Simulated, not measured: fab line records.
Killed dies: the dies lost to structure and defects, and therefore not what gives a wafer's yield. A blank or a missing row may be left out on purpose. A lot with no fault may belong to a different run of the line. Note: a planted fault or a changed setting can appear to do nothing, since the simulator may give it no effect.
Chamber matching + flow n5 finfet + 4 sister chambers for N5_BEOL_M0_STRIP_140 on rie diel-02
The step strips in CF4. 16 wafers are shown with their chamber, then 8 later ones without.

WAFERS, EACH WITH ITS CHAMBER
| wafer  | chamber | drypump motor current A (A) | showerhead plenum p Torr (Torr) | throttle valve pct (%) |
|--------|---------|-----------------------------|---------------------------------|------------------------|
| L075.3 | 0       | 6.5                         | 1.89                            | 13.48                  |
| L075.4 | 2       | 5.1                         | 1.79                            | 13.97                  |
| L075.6 | 2       | 5.1                         | 1.79                            | 13.98                  |
| L076.3 | 1       | 6.2                         | 1.77                            | 13.47                  |
| L076.4 | 2       | 5.1                         | 1.79                            | 14.00                  |
| L076.6 | 3       | 5.9                         | 1.80                            | 13.84                  |
| L078.1 | 0       | 6.5                         | 1.89                            | 13.51                  |
| L078.3 | 3       | 5.8                         | 1.80                            | 13.83                  |
| L078.6 | 1       | 6.3                         | 1.77                            | 13.47                  |
| L085.2 | 2       | 5.1                         | 1.79                            | 14.01                  |
| L085.4 | 0       | 6.5                         | 1.88                            | 13.53                  |
| L085.5 | 2       | 5.1                         | 1.79                            | 14.00                  |
| L090.2 | 2       | 5.1                         | 1.78                            | 14.04                  |
| L090.5 | 3       | 5.9                         | 1.80                            | 13.89                  |
| L090.6 | 0       | 6.5                         | 1.88                            | 13.55                  |
| L093.2 | 3       | 5.9                         | 1.80                            | 13.90                  |

SIGNATURES (means of the wafers above)
| reading                  | chamber 0 | chamber 1 | chamber 2 | chamber 3 | scatter within a chamber |
|--------------------------|-----------|-----------|-----------|-----------|--------------------------|
| drypump motor current A  | 6.500     | 6.250     | 5.100     | 5.875     | 0.0323                   |
| showerhead plenum p Torr | 1.8850    | 1.7700    | 1.7883    | 1.8000    | 0.00391                  |
| throttle valve pct       | 13.5175   | 13.4700   | 14.0000   | 13.8650   | 0.028                    |
Rule: for each reading, subtract the chamber's mean from the wafer's reading, divide by that reading's scatter and square the result; add these up over the readings and take the root, which gives the wafer's distance from the chamber. If the next closest chamber is less than 2 further off than the closest, the wafer can't be placed; otherwise it belongs to the closest. How the scatter is found: for the shown wafers, subtract from each reading the mean of its chamber, square and add these, divide the total by (wafers less chambers), then take the root.

WAFERS WHOSE CHAMBER IS MISSING
| wafer  | drypump motor current A (A) | showerhead plenum p Torr (Torr) | throttle valve pct (%) |
|--------|-----------------------------|---------------------------------|------------------------|
| L093.4 | 6.5                         | 1.88                            | 13.56                  |
| L093.5 | 6.3                         | 1.76                            | 13.54                  |
| L094.1 | 6.5                         | 1.88                            | 13.58                  |
| L094.2 | 6.3                         | 1.76                            | 13.53                  |
| L094.3 | 5.9                         | 1.80                            | 13.89                  |
| L097.1 | 6.5                         | 1.88                            | 13.59                  |
| L097.3 | 5.9                         | 1.80                            | 13.92                  |
| L097.5 | 6.3                         | 1.76                            | 13.55                  |

CHAMBER TAKEN BY EACH
| wafer  | from the rows above | in truth |
|--------|---------------------|----------|
| L093.4 | 0                   | 0        |
| L093.5 | 1                   | 1        |
| L094.1 | 0                   | 0        |
| L094.2 | 1                   | 1        |
| L094.3 | 3                   | 3        |
| L097.1 | 0                   | 0        |
| L097.3 | 3                   | 3        |
| L097.5 | 1                   | 1        |
8 of 8 placed correctly. Can't be placed from these rows: 0. Number placed wrongly: 0.
